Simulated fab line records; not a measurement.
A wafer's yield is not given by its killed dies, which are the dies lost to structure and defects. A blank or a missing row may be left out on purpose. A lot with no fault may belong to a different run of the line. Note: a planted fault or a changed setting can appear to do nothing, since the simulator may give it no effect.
fab line records | flow nandHarc
[record] lots = 12 wafers = 36 lastDay = 33
route steps=1302 shown P_BONDPAD@372 THIN_TSV@1265 END@1302
lots with no fault: from the same line, run without faults
startH: the number of hours between the record's first day and the start of the first shown wafer of the lot | waitH: hours from the lot's prior step to this one | " as in the row above | L1.1+2: one row covering several wafers at once | - either no value or no given start | * or withheld: withheld | < > ~ a bound
route shown NAME@n: a module of which the file shows steps, and the number in the route of the first | usual: mean/standard deviation taken from wafers without a fault | same: alike in all rows | chamber/n: place in a boat | sites: per-site readings | _std_site: their standard deviation | _edge_site: mean of outer sites minus mean of inner sites | radiusMm: for every site, how far away it sits from the centre of the wafer | mask NAME#n: copy n | behind: tool/chamber where the wafer was last shaped | hold: cause of the lot's hold/its duration in hours/its outcome | device: the transistor (n, p or np) that didn't switch | end of line: tests of these same wafers at the route's end | where a step has no rows: the recipe by itself | killed: at the first sort, the dies lost to defects and structure; wafer yield is something else | map: the dies of a wafer, with x for killed, . for not killed, _ for no die there
set.NAME: the setting the step ran with; set.NAME@STEP: the setting that earlier step ran with | model.NAME: the simulator's own value behind a step, which no gauge read
route steps across a sampled set of lots; one table per step, one row per wafer
services: the hour from which a tool's chamber was out of use, counted from the record's first day as startH (under 0 if before that day), plus the number of hours and why
[[steps]]
[step NHARC_P_BONDPAD_ETCH_24]
[recipe] targetDepthA = 300 overEtchFrac = 0.3 timeS = 72.99 ionEnergyEv = 150 cf4FlowSccm = 50 n2FlowSccm = 100 arFlowSccm = 150 rfW = 300 biasW = 100 chemistry = CF4/N2
[usual] drypumpMotorCurrentA = 5.6/0.53 oesProductAu = 1.001/0.01 rfVppV = 314.3/2.2 showerheadPlenumPTorr = 2.64/0.12 throttleValvePct = 19.795/0.0087
// columns lot.wafer tool chamber startH waitH drypumpMotorCurrentA oesProductAu rfHoursCounterH rfVppV showerheadPlenumPTorr throttleValvePct
L445.2 rieDiel-13 2 136.07 0.1 6.2 0.998 3.7 311.3 2.54 19.811
L445.6 " 1 " " 5.1 1.013 - 313.7 2.52 19.796
L445.5 " 3 " " 6.1 1.008 - 312.8 2.53 19.788
L446.1 rieDiel-13 2 145.62 0.2 6.2 0.997 4.0 313.1 2.54 19.771
L446.4 " 3 " " 6.1 1.006 - 311.7 2.53 19.791
L446.5 " 3 " " 6.1 1.008 - 313.2 2.53 19.806
L448.3 rieDiel-08 2 163.22 - 5.8 0.998 6.0 311.9 2.56 19.782
L448.1 " 0 " " 5.9 1.006 7.8 316.4 2.78 19.791
L448.6 " 3 " " 6.1 1.014 - 315.4 2.69 19.797
L453.2 rieDiel-03 0 215.73 - 5.0 1.001 5.6 316.8 2.80 19.797
L453.5 " 3 " " 4.8 1.006 - 316.1 2.77 19.795
L453.6 " 0 " " 5.0 0.994 - 316.4 2.80 19.786
L454.2 rieDiel-13 2 221.43 - 6.2 0.997 1.0 311.8 2.54 19.802
L454.3 " 1 " " 5.0 1.011 1.0 311.5 2.52 19.800
L454.5 " 3 " " 6.1 1.002 - 311.5 2.53 19.779
L455.4 rieDiel-13 2 242.30 - 6.2 0.992 1.8 313.3 2.54 19.798
L455.6 " 3 " " 6.1 1.006 - 311.7 2.53 19.798
L455.5 " 0 " " 5.6 1.020 - 317.1 2.77 19.799
L456.3 rieDiel-13 3 248.10 - 6.1 0.993 1.0 312.0 2.53 19.798
L456.2 " 0 " " 5.6 1.010 1.6 316.0 2.77 19.805
L456.5 " 3 " " 6.1 0.998 - 312.3 2.53 19.797
L457.2 rieDiel-13 0 257.62 - 5.6 1.014 2.0 315.5 2.77 19.791
L457.1 " 3 " " 6.1 0.999 1.2 310.8 2.53 19.790
L457.6 " 1 " " 5.0 1.014 - 312.6 2.52 19.798
L458.2 rieDiel-03 2 267.11 - 4.8 0.992 9.3 317.0 2.77 19.798
L458.1 " 3 " " 4.8 0.987 9.5 317.3 2.76 19.792
L458.3 " 1 " " 6.3 0.985 9.8 315.1 2.62 19.789
L459.3 rieDiel-13 2 286.82 - 6.2 0.990 3.6 311.2 2.54 19.810
L459.1 " 3 " " 6.1 0.998 2.6 313.0 2.53 19.803
L459.2 " 0 " " 5.6 1.015 2.8 317.8 2.77 19.791
L460.4 rieDiel-13 3 288.13 - 6.1 1.003 2.6 311.5 2.53 19.808
L460.2 " 1 " " 5.0 1.010 3.5 313.1 2.52 19.794
L460.5 " 2 " " 6.2 0.991 - 312.5 2.54 19.807
L468.3 rieDiel-13 1 362.37 - 5.0 0.986 0.2 311.4 2.52 19.803
L468.2 " 2 " " 6.2 0.996 0.2 310.5 2.53 19.798
L468.1 " 3 " " 6.1 1.000 0.3 310.9 2.53 19.785
[step NHARC_THIN_TSV_STRIP_45]
[recipe] powerW = 1500 tempC = 250 chemistry = O2
[usual] drypumpMotorCurrentA = 5.38/0.1 heaterPowerW = 353/22 rfReflPowerW = 19/8.1
// columns lot.wafer tool chamber startH waitH drypumpMotorCurrentA heaterPowerW rfHoursCounterH rfReflPowerW
L445.2 plasmaAsher-02 1 555.08 0.1 5.48 355 23 30
L445.6 " 1 " " 5.47 353 - 31
L445.5 " 0 " " 5.41 374 - 12
L446.1 plasmaAsher-01 1 556.51 0.1 5.18 310 6 -
L446.4 " 0 " " 5.34 368 - -
L446.5 " 1 " " 5.21 308 - -
L448.1 plasmaAsher-01 0 587.79 0.1 5.35 368 13 18
L448.3 " 0 " " 5.37 368 - 18
L448.6 " 0 " " 5.36 373 - 18
L454.2 plasmaAsher-02 1 633.26 0.1 5.46 367 6 29
L454.3 " 1 " " 5.46 368 - 32
L454.5 " 0 " " 5.40 360 - 12
L453.2 plasmaAsher-02 0 640.46 0.1 5.47 358 11 12
L453.5 " 1 " " 5.46 372 - 31
L453.6 " 0 " " 5.41 356 - 13
L455.4 plasmaAsher-01 1 656.11 0.2 5.22 306 - -
L455.5 " 1 " " 5.21 303 - -
L455.6 " 0 " " 5.37 361 - -
L456.2 plasmaAsher-01 0 663.88 0.1 5.36 360 26 18
L456.3 " 0 " " 5.38 375 - 18
L456.5 " 0 " " 5.35 374 - 17
L457.1 plasmaAsher-01 0 665.30 0.1 5.33 373 26 18
L457.2 " 1 " " 5.20 302 26 10
L457.6 " 1 " " 5.21 313 - 10
L458.2 plasmaAsher-01 0 678.69 0.1 5.36 366 29 -
L458.1 " 1 " " 5.19 313 29 -
L458.3 " 1 " " 5.22 306 - -
L460.2 plasmaAsher-02 0 690.26 0.2 5.46 362 20 13
L460.4 " 1 " " 5.48 366 - 30
L460.5 " 1 " " 5.46 369 - 30
L459.2 plasmaAsher-02 1 700.87 0.1 5.47 363 24 30
L459.1 " 0 " " 5.43 357 24 11
L459.3 " 0 " " 5.42 357 - 12
L468.2 plasmaAsher-01 0 772.91 0.1 5.32 359 12 17
L468.1 " 1 " " 5.22 324 12 11
L468.3 " 1 " " 5.22 323 - 11
[step NHARC_THIN_TSV_CMP_21]
[recipe] tOverpolishS = 30 targetThkNm = 2000
[usual] motorCurrentA = 12.0/1.1 overpolishRunS = 30.001/0.0093 slurryFilterDpKPa = 13.47/0.14
// columns lot.wafer tool chamber startH waitH motorCurrentA overpolishRunS slurryFilterDpKPa
L445.2 cmp-04 0 558.44 - 10.3 30.004 13.27
L445.6 " 1 " " 10.0 29.982 13.50
L445.5 " 2 " " 13.2 30.004 13.59
L446.4 cmp-02 1 559.83 - 11.7 30.006 13.45
L446.1 " 3 " " 14.0 29.996 13.67
L446.5 " 1 " " 11.3 29.995 13.65
L448.1 cmp-04 0 591.10 - 10.2 29.999 13.62
L448.3 " 1 " " 10.4 29.997 13.40
L448.6 " 0 " " 10.6 30.001 13.51
L454.2 cmp-02 1 636.54 - 11.7 30.002 13.72
L454.3 " 3 " " 13.8 29.985 13.46
L454.5 " 1 " " 11.4 29.997 13.44
L453.2 cmp-03 3 643.74 - 11.2 30.010 13.43
L453.6 " 2 " " 12.3 30.001 13.32
L453.5 " 3 " " 10.9 29.988 13.27
L455.4 cmp-04 2 659.33 - 12.6 29.994 13.41
L455.5 " 2 " " 13.4 30.013 13.62
L455.6 " 3 " " 11.4 29.994 13.33
L456.3 cmp-04 0 667.26 - 10.7 29.998 13.12
L456.2 " 2 " " 13.4 29.974 13.40
L456.5 " 0 " " 10.7 30.008 13.56
L457.2 cmp-03 1 668.59 - 12.8 29.998 13.71
L457.1 " 3 " " 10.5 29.995 13.32
L457.6 " 1 " " 12.6 30.011 13.19
L458.2 cmp-02 2 681.99 - 12.9 30.014 13.31
L458.1 " 3 " " 13.6 30.011 13.36
L458.3 " 0 " " 12.1 30.003 13.06
L460.4 cmp-02 1 693.63 - 10.9 30.005 13.59
L460.2 " 2 " " 13.0 30.006 13.31
L460.5 " 3 " " 14.3 30.010 13.37
L459.3 cmp-03 1 704.48 - 12.5 29.999 13.50
L459.2 " 2 " " 12.8 29.990 13.39
L459.1 " 0 " " 11.7 30.014 13.25
L468.1 cmp-03 2 776.19 - 12.2 29.992 13.56
L468.3 " 3 " " 11.2 29.999 13.51
L468.2 " 0 " " 12.8 30.001 13.31
[step NHARC_THIN_TSV_ETCH_59]
[recipe] targetDepthA = 8800 icpW = 900 biasW = 100 Cl2_flow_sccm = 60 bcl3FlowSccm = 30 timeS = 138.1 chemistry = Cl2/BCl3
[usual] drypumpMotorCurrentA = 5.8/0.67 oesProductAu = 1.000/0.011 throttleValvePct = 22.264/0.0086
// columns lot.wafer tool chamber startH waitH drypumpMotorCurrentA oesProductAu rfHoursCounterH throttleValvePct
L445.2 rieMetal-02 1 560.25 0.1 6.5 0.994 1.7 22.260
L445.5 " 1 " " 6.5 0.997 - 22.252
L445.6 " 0 " " 5.6 0.989 - 22.251
L446.1 rieMetal-03 1 561.71 0.1 5.8 0.992 0.5 22.255
L446.4 " 0 " " 6.7 1.006 - 22.267
L446.5 " 0 " " 6.7 1.013 - 22.265
L448.1 rieMetal-01 0 592.84 0.1 4.8 1.020 0.1 22.273
L448.3 " 1 " " 5.4 0.991 - 22.256
L448.6 " 0 " " 4.8 1.015 - 22.264
L454.2 rieMetal-01 0 638.43 0.1 4.8 1.021 0.8 22.268
L454.3 " 0 " " 4.8 1.023 - 22.265
L454.5 " 0 " " 4.8 1.019 - 22.254
L453.2 rieMetal-03 1 645.59 0.1 5.7 1.006 2.1 22.244
L453.6 " 1 " " 5.7 1.004 - 22.271
L453.5 " 0 " " 6.7 1.017 - 22.276
L455.4 rieMetal-01 0 661.29 0.1 4.8 1.012 - 22.261
L455.6 " 0 " " 4.8 1.021 - 22.273
L455.5 " 1 " " 5.4 1.003 - 22.255
L456.2 rieMetal-01 0 669.14 0.1 4.8 1.004 1.5 22.283
L456.3 " 0 " " 4.8 1.010 - 22.254
L456.5 " 1 " " 5.4 0.998 - 22.276
L457.2 rieMetal-02 0 670.33 0.1 5.5 1.006 0.5 22.256
L457.1 " 1 " " 6.5 1.008 0.5 22.261
L457.6 " 0 " " 5.5 1.003 - 22.261
L458.1 rieMetal-03 0 683.76 0.1 6.7 1.017 2.9 22.281
L458.2 " 1 " " 5.7 0.999 2.9 22.266
L458.3 " 1 " " 5.7 0.996 - 22.262
L460.2 rieMetal-02 0 695.36 0.1 5.5 1.005 0.8 22.258
L460.4 " 1 " " 6.5 0.985 - 22.258
L460.5 " 1 " " 6.5 0.989 - 22.264
L459.2 rieMetal-01 0 706.39 0.1 4.8 1.017 2.1 22.259
L459.1 " 1 " " 5.4 1.011 2.1 22.263
L459.3 " 0 " " 4.8 1.017 - 22.265
L468.1 rieMetal-03 0 778.04 0.1 6.8 0.995 1.1 22.265
L468.2 " 1 " " 5.7 0.982 1.1 22.280
L468.3 " 0 " " 6.7 0.999 - 22.245
[step NHARC_END_SORT_01]
[recipe] tempC = 25
[usual] defectLimitedYield = 90.9/2.6 killedAtArray = 57/18 killedAtOther = 0.9/1.3 killedAtPeriphery = 3.5/2.2 killedDies = 62/18 killedOpen = 3.0/1.7 killedShort = 2.3/1.5
[same] grossDies = 677
// columns lot.wafer tool chamber startH waitH defectLimitedYield[%] killedAtArray killedAtOther killedAtPeriphery killedDies killedOpen killedShort
L445.2 prober-01 0 570.72 2.8 88.2 74 0 6 80 5 3
L445.5 prober-01 0 573.13 3.7 85.4 95 1 3 99 5 9
L445.6 prober-01 0 573.94 4.0 89.5 69 0 2 71 2 0
L448.1 prober-02 0 601.76 2.5 90.4 62 3 0 65 2 2
L448.3 prober-02 0 603.36 3.1 91.9 50 2 3 55 2 2
L448.6 prober-02 0 605.75 4.0 92.0 50 1 3 54 3 1
L455.4 prober-01 0 672.34 3.4 96.6 20 0 3 23 1 1
L455.5 prober-01 0 673.14 3.7 97.2 16 1 2 19 3 0
L455.6 prober-01 0 673.94 4.0 96.8 21 0 1 22 1 2
L457.1 prober-01 0 677.83 2.5 80.5 55 6 71 132 0 5
L457.2 prober-01 0 678.62 2.8 83.2 50 0 64 114 2 2
L457.6 prober-01 0 681.78 3.9 86.6 54 1 36 91 2 2
L458.1 prober-01 0 692.56 2.5 93.1 42 1 4 47 3 1
L458.2 prober-01 0 693.36 2.8 92.0 48 1 5 54 5 2
L458.3 prober-01 0 694.16 3.1 93.6 40 0 3 43 3 1
L460.2 prober-02 0 707.28 2.8 85.1 62 1 38 101 4 4
L460.4 prober-02 0 708.91 3.4 78.0 81 0 68 149 4 3
L460.5 prober-02 0 709.72 3.8 83.8 53 2 55 110 4 3
L459.1 prober-02 0 715.17 2.5 84.9 39 0 63 102 1 1
L459.2 prober-02 0 715.97 2.8 83.8 41 1 68 110 0 2
L459.3 prober-02 0 716.78 3.1 85.5 44 1 53 98 5 2
L468.1 prober-02 0 786.89 2.5 94.5 34 0 3 37 4 3
L468.2 prober-02 0 787.67 2.8 94.8 34 0 1 35 1 2
L468.3 prober-02 0 788.46 3.1 92.3 48 0 4 52 2 3
// killed by level:class
L445.2 A_CHANNEL_HOLE_D2:chamberFilmFlake=34 A_CHANNEL_HOLE_D1:chamberFilmFlake=28 P_M1:chamberFilmFlake=4 A_CHANNEL_FILL_D2:geometricParticle:open=2 A_WL_FILL:chamberFilmFlake=2 P_M0:geometricParticle:open=1 A_SOURCE_PLATE:geometricParticle:short=1 A_ONON_D1:geometricParticle:short=1
L445.5 A_CHANNEL_HOLE_D2:chamberFilmFlake=39 A_CHANNEL_HOLE_D1:chamberFilmFlake=33 A_CONTACT:unspecified=5 A_CHANNEL_HOLE_D1:geometricParticle:short=2 A_WL_FILL:geometricParticle:short=2 A_M0:geometricParticle:short=2 P_GATE:chamberFilmFlake=2 P_CONTACT:geometricParticle:open=1
L445.6 A_CHANNEL_HOLE_D1:chamberFilmFlake=31 A_CHANNEL_HOLE_D2:chamberFilmFlake=31 A_STAIRCASE:chamberFilmFlake=3 A_ONON_D1:geometricParticle:open=1 A_CHANNEL_FILL_D2:geometricParticle:open=1 P_ZERO_WELL:chamberFilmFlake=1 P_M1:chamberFilmFlake=1 A_CHANNEL_FILL_D2:chamberFilmFlake=1
L448.1 A_CHANNEL_HOLE_D2:chamberFilmFlake=38 A_CHANNEL_HOLE_D1:chamberFilmFlake=4 A_CONTACT:chamberFilmFlake=4 A_CHANNEL_FILL_D1:chamberFilmFlake=3 A_DECK1_JOINT:chamberFilmFlake=3 THIN_TSV:chamberFilmFlake=3 A_STAIRCASE:chamberFilmFlake=2 A_SGD_CUT:chamberFilmFlake=2
L448.3 A_CHANNEL_HOLE_D2:chamberFilmFlake=34 A_CHANNEL_HOLE_D1:chamberFilmFlake=4 P_GATE:chamberFilmFlake=3 A_SLIT:chamberFilmFlake=3 A_STAIRCASE:chamberFilmFlake=2 THIN_TSV:chamberFilmFlake=2 A_DECK1_JOINT:geometricParticle:open=1 A_ONON_D2:geometricParticle:open=1
L448.6 A_CHANNEL_HOLE_D2:chamberFilmFlake=35 A_CONTACT:chamberFilmFlake=5 A_SLIT:chamberFilmFlake=4 P_M2:geometricParticle:open=2 A_CHANNEL_HOLE_D1:chamberFilmFlake=2 A_CHANNEL_FILL_D1:chamberFilmFlake=2 P_M0:geometricParticle:open=1 A_ONON_D1:geometricParticle:short=1
L455.4 A_CONTACT:chamberFilmFlake=8 P_ZERO_WELL:chamberFilmFlake=2 A_CHANNEL_HOLE_D1:chamberFilmFlake=2 A_STAIRCASE:chamberFilmFlake=2 A_SLIT:chamberFilmFlake=2 A_WL_FILL:chamberFilmFlake=2 P_M0:geometricParticle:open=1 A_M0:geometricParticle:short=1
L455.5 A_CHANNEL_HOLE_D1:chamberFilmFlake=6 A_CONTACT:chamberFilmFlake=4 A_CHANNEL_FILL_D1:geometricParticle:open=1 A_CONTACT:geometricParticle:open=1 STARTING-WAFER:geometricParticle:open=1 P_ZERO_WELL:chamberFilmFlake=1 P_STI:chamberFilmFlake=1 A_CHANNEL_HOLE_D2:chamberFilmFlake=1
L455.6 A_CONTACT:chamberFilmFlake=8 A_CHANNEL_HOLE_D1:chamberFilmFlake=7 A_CHANNEL_FILL_D1:geometricParticle:short=1 A_DECK1_JOINT:geometricParticle:short=1 A_SGD_CUT:geometricParticle:open=1 A_WL_FILL:chamberFilmFlake=1 P_ZERO_WELL:chamberFilmFlake=1 A_CHANNEL_FILL_D2:chamberFilmFlake=1
L457.1 P_BONDPAD:unspecified=69 A_SLIT:chamberFilmFlake=24 A_CHANNEL_HOLE_D1:chamberFilmFlake=11 A_CONTACT:chamberFilmFlake=7 THIN_TSV:chamberFilmFlake=6 A_DECK1_JOINT:chamberFilmFlake=4 A_WL_FILL:chamberFilmFlake=2 A_SOURCE_PLATE:geometricParticle:short=1
L457.2 P_BONDPAD:unspecified=62 A_SLIT:chamberFilmFlake=32 A_CONTACT:chamberFilmFlake=5 A_CHANNEL_HOLE_D1:chamberFilmFlake=4 A_STAIRCASE:chamberFilmFlake=2 A_WL_FILL:chamberFilmFlake=2 P_M2:geometricParticle:open=1 A_CHANNEL_FILL_D1:geometricParticle:short=1
L457.6 P_BONDPAD:unspecified=35 A_SLIT:chamberFilmFlake=34 A_CHANNEL_HOLE_D1:chamberFilmFlake=6 A_CONTACT:chamberFilmFlake=5 A_CHANNEL_HOLE_D2:chamberFilmFlake=2 A_DECK1_JOINT:geometricParticle:short=1 A_CHANNEL_FILL_D2:geometricParticle:open=1 A_SGD_CUT:geometricParticle:short=1
L458.1 A_SLIT:chamberFilmFlake=29 A_CHANNEL_HOLE_D1:chamberFilmFlake=8 P_ZERO_WELL:chamberFilmFlake=3 P_CONTACT:geometricParticle:open=1 A_ONON_D2:geometricParticle:open=1 A_BLC:geometricParticle:open=1 A_M1:geometricParticle:short=1 A_DECK1_JOINT:chamberFilmFlake=1
L458.2 A_SLIT:chamberFilmFlake=32 A_CHANNEL_HOLE_D1:chamberFilmFlake=5 P_STI:chamberFilmFlake=3 A_SGD_CUT:geometricParticle:open=2 A_M0:geometricParticle:open=2 P_ZERO_WELL:chamberFilmFlake=2 A_CHANNEL_HOLE_D1:geometricParticle:open=1 A_CHANNEL_FILL_D1:geometricParticle:short=1
L458.3 A_SLIT:chamberFilmFlake=19 A_CHANNEL_HOLE_D1:chamberFilmFlake=9 A_CONTACT:chamberFilmFlake=5 A_STAIRCASE:chamberFilmFlake=3 P_STI:chamberFilmFlake=2 P_M2:geometricParticle:open=1 A_ONON_D1:geometricParticle:open=1 A_STAIRCASE:geometricParticle:open=1
L460.2 P_BONDPAD:unspecified=33 A_SLIT:chamberFilmFlake=21 A_CHANNEL_HOLE_D2:chamberFilmFlake=14 A_CHANNEL_HOLE_D1:chamberFilmFlake=8 A_STAIRCASE:chamberFilmFlake=5 P_GATE:chamberFilmFlake=3 A_BLC:chamberFilmFlake=3 A_CONTACT:chamberFilmFlake=2
L460.4 P_BONDPAD:unspecified=65 A_SLIT:chamberFilmFlake=33 A_CHANNEL_HOLE_D2:chamberFilmFlake=20 A_CHANNEL_HOLE_D1:chamberFilmFlake=7 A_SGD_CUT:chamberFilmFlake=4 A_CHANNEL_FILL_D2:chamberFilmFlake=3 A_STAIRCASE:chamberFilmFlake=3 A_BLC:chamberFilmFlake=3
L460.5 P_BONDPAD:unspecified=48 A_SLIT:chamberFilmFlake=28 A_CHANNEL_HOLE_D2:chamberFilmFlake=5 A_STAIRCASE:chamberFilmFlake=5 A_CHANNEL_HOLE_D1:chamberFilmFlake=3 A_CONTACT:chamberFilmFlake=3 A_CHANNEL_FILL_D2:geometricParticle:short=2 P_GATE:chamberFilmFlake=2
L459.1 P_BONDPAD:unspecified=60 A_CHANNEL_HOLE_D1:chamberFilmFlake=29 A_SGD_CUT:chamberFilmFlake=4 P_GATE:chamberFilmFlake=2 A_DECK1_JOINT:chamberFilmFlake=2 A_SGD_CUT:geometricParticle:open=1 A_M0:geometricParticle:short=1 P_ZERO_WELL:chamberFilmFlake=1
L459.2 P_BONDPAD:unspecified=67 A_CHANNEL_HOLE_D1:chamberFilmFlake=28 A_SGD_CUT:chamberFilmFlake=5 A_DECK1_JOINT:chamberFilmFlake=3 A_SLIT:chamberFilmFlake=2 A_SOURCE_PLATE:geometricParticle:short=1 A_M1:geometricParticle:short=1 P_M0:chamberFilmFlake=1
L459.3 P_BONDPAD:unspecified=51 A_CHANNEL_HOLE_D1:chamberFilmFlake=29 A_DECK1_JOINT:chamberFilmFlake=3 A_SGD_CUT:chamberFilmFlake=3 A_SLIT:chamberFilmFlake=2 P_CONTACT:geometricParticle:open=1 P_M1:geometricParticle:short=1 A_CHANNEL_FILL_D1:geometricParticle:open=1
L468.1 A_CHANNEL_HOLE_D1:chamberFilmFlake=11 A_SLIT:chamberFilmFlake=7 A_ZERO_WELL:chamberFilmFlake=4 A_CHANNEL_FILL_D1:chamberFilmFlake=2 A_CONTACT:chamberFilmFlake=2 P_GATE:geometricParticle:open=1 P_M1:geometricParticle:open=1 A_SOURCE_PLATE:geometricParticle:open=1
L468.2 A_CHANNEL_HOLE_D1:chamberFilmFlake=11 A_SLIT:chamberFilmFlake=11 A_CONTACT:chamberFilmFlake=4 A_ZERO_WELL:chamberFilmFlake=2 A_SOURCE_PLATE:geometricParticle:short=1 A_CHANNEL_HOLE_D1:geometricParticle:short=1 A_CHANNEL_HOLE_D2:geometricParticle:open=1 P_BONDPAD:chamberFilmFlake=1
L468.3 A_CHANNEL_HOLE_D1:chamberFilmFlake=15 A_SLIT:chamberFilmFlake=10 A_CONTACT:chamberFilmFlake=7 A_STAIRCASE:chamberFilmFlake=4 P_BONDPAD:chamberFilmFlake=2 A_ZERO_WELL:chamberFilmFlake=2 A_CHANNEL_FILL_D1:chamberFilmFlake=2 A_CHANNEL_HOLE_D2:chamberFilmFlake=2
[[services]]
// columns tool chamber startH hours kind
rieDiel-13 0 135.62 14.8 repair
rieDiel-13 1 142.03 8.9 repair
plasmaAsher-02 - 152.78 0.7 repair
plasmaAsher-01 - 165.00 9.0 pm
rieDiel-13 - 165.00 9.0 pm
rieDiel-13 3 183.32 19.9 repair
rieMetal-01 0 191.30 24.2 repair
rieMetal-01 - 221.00 9.0 pm
plasmaAsher-02 - 249.61 9.0 pm
rieDiel-13 3 250.94 1.7 repair
plasmaAsher-02 - 341.74 1.1 repair
plasmaAsher-01 - 342.00 9.0 pm
rieDiel-13 - 342.00 9.0 pm
rieMetal-01 1 346.43 12.2 repair
plasmaAsher-02 - 347.39 1.3 repair
rieMetal-01 0 349.10 1.7 repair
rieDiel-13 0 408.28 1.3 repair
plasmaAsher-01 - 519.00 9.0 pm
rieDiel-13 - 519.00 9.0 pm
rieDiel-13 0 580.48 23.6 repair
plasmaAsher-01 - 627.72 12.0 repair
plasmaAsher-01 - 696.00 9.0 pm
rieDiel-13 - 696.00 9.0 pm
rieDiel-13 - 730.85 0.6 repair
[[key]]
[firstSign] step = NHARC_END_SORT_01 reading = killedAtPeriphery direction = up sigmas = 25 usual = 3.5 struck = 57.3
[effect] step = NHARC_END_SORT_01 reading = defectLimitedYield direction = down sigmas = 2.8 usual = 90.9 struck = 83.5 wafersMoved = 7
[moreKillsBornAt] NHARC_P_BONDPAD_ETCH_24@rieDiel-13 = 490
metAt NHARC_P_BONDPAD_ETCH_24
struckLots L457,L459,L460
notActingAt NHARC_THIN_TSV_STRIP_45,NHARC_THIN_TSV_CMP_21,NHARC_THIN_TSV_ETCH_59
onsetBetween 248.10 257.62
[fault] kind = chamberParticleSource tool = rieDiel-13 chamber = - onsetH = 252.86 steps = NHARC_P_BONDPAD_ETCH_24 ratePerVisitCm2 = 0.39972 endH = 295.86
